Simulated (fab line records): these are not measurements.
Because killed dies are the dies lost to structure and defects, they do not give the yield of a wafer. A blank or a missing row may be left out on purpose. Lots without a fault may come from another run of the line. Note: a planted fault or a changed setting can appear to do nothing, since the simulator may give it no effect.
A lot that was struck, set against a sound lot | flow n5Finfet | 15 steps out of a route of 1938
Sound: wafers L755.1, L755.3, L755.6. Struck: wafers L761.1, L761.2, L761.4. Last of all comes the cause.
Each step with rows lists, per side, the tool, then ch with its chambers, then its first start. Under that, the readings that differ: sound wafers | struck wafers | difference of the means | sigmas: that difference in standard deviations of wafers without a fault.
alike: readings whose means differ by less than 2 such deviations, and words and numbers that are the same on both sides. not compared: withheld readings, readings that some wafer has no value for, bounds like >300 that may hide the same value, and numbers for which the record gives no deviation and whose values overlap.
The two part at a step that has a row with sigmas, a row that says differs or no value, or rows on one side only. When numbers do not overlap yet have no deviation, they are printed without sigmas and do not part them. A reading missing from all wafers of one side parts the sides only when that side holds two or more wafers.

first, 7 steps without rows for these wafers: N5_PASSIVATION_COAT_38; N5_PASSIVATION_EBR_40; N5_PASSIVATION_SOFTBAKE_39 (time 120 s); N5_PASSIVATION_EXPOSE_41 (exposes mask PASS OPEN, defocus 0 nm, target cd 40000 nm); N5_PASSIVATION_PEB_42; N5_PASSIVATION_DEVELOP_43 (develop time 60 s); N5_PASSIVATION_HARDBAKE_45 (time 120 s).
N5_PASSIVATION_CD_MEAS_44: target cd 40000 nm.
  sound on cdSem-01 ch 0, day 13 20:25; struck on cdSem-02 ch 0, day 15 14:28
  alike: cdNm
N5_PASSIVATION_OVL_MEAS_66:
  sound on overlay-02 ch 0, day 13 20:26; struck on overlay-01 ch 0, day 15 14:29
  alike: PASS_OPEN_OVL
N5_PASSIVATION_INSPECT_67: inspects for defects (macro).
  struck on defectInspect-02, day 15 14:31; sound on defectInspect-01, day 13 20:28
  alike: rawDefectCount
N5_PASSIVATION_DESCUM_46: chemistry O2, time 7.9 s.
  sound on rieDiel-05 ch 1,3, day 13 20:40; struck on rieDiel-05 ch 1,2,3, day 15 17:44
  alike: drypumpMotorCurrentA, oesProductAu, rfVppV, showerheadPlenumPTorr, throttleValvePct
  not compared: rfHoursCounterH
N5_PASSIVATION_PASS_ETCH_47: etches SiNx in CF4/O2, target depth 770 nm, time 385 s.
  sound on rieDiel-05 ch 1,3, day 13 20:43; struck on rieDiel-05 ch 1,2,3, day 15 17:46
  alike: biasW, drypumpMotorCurrentA, oesProductAu, rfVppV, showerheadPlenumPTorr, throttleValvePct
  not compared: rfHoursCounterH
N5_PASSIVATION_ETCH_54: etches SiO2 in CHF3/O2, target depth 880 nm, time 440 s.
  sound on rieDiel-05 ch 1,3, day 13 20:56; struck on rieDiel-05 ch 1,2,3, day 15 18:00
reading    | sound             | struck            | difference | sigmas
biasW (W)  | 169.3 170.5 170.2 | 183.9 184.9 184.5 | +14.4      | +29
rfVppV (V) | 525 534 534       | 564 564 572       | +36        | +4
  alike: drypumpMotorCurrentA, oesProductAu, showerheadPlenumPTorr, throttleValvePct
  not compared: rfHoursCounterH, model.etch.depthNm, model.PASSIVATION.featureDepthNm
N5_PASSIVATION_STRIP_48: strips in O2.
  sound on rieDiel-05 ch 1,3, day 13 21:13; struck on rieDiel-05 ch 1,2,3, day 15 18:17
  alike: drypumpMotorCurrentA, oesProductAu, rfVppV, showerheadPlenumPTorr, throttleValvePct
  not compared: rfHoursCounterH
N5_PASSIVATION_PROBE_49:
  the record holds rows for the sound wafers here (prober-02, day 13 23:44) but none for the struck ones

## WHERE THEY PART
At N5_PASSIVATION_ETCH_54 first; at N5_PASSIVATION_PROBE_49 last (within this record only).

WHY: what had been put in by the simulator
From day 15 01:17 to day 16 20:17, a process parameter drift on rieDiel-05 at N5_PASSIVATION_ETCH_54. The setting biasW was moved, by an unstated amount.
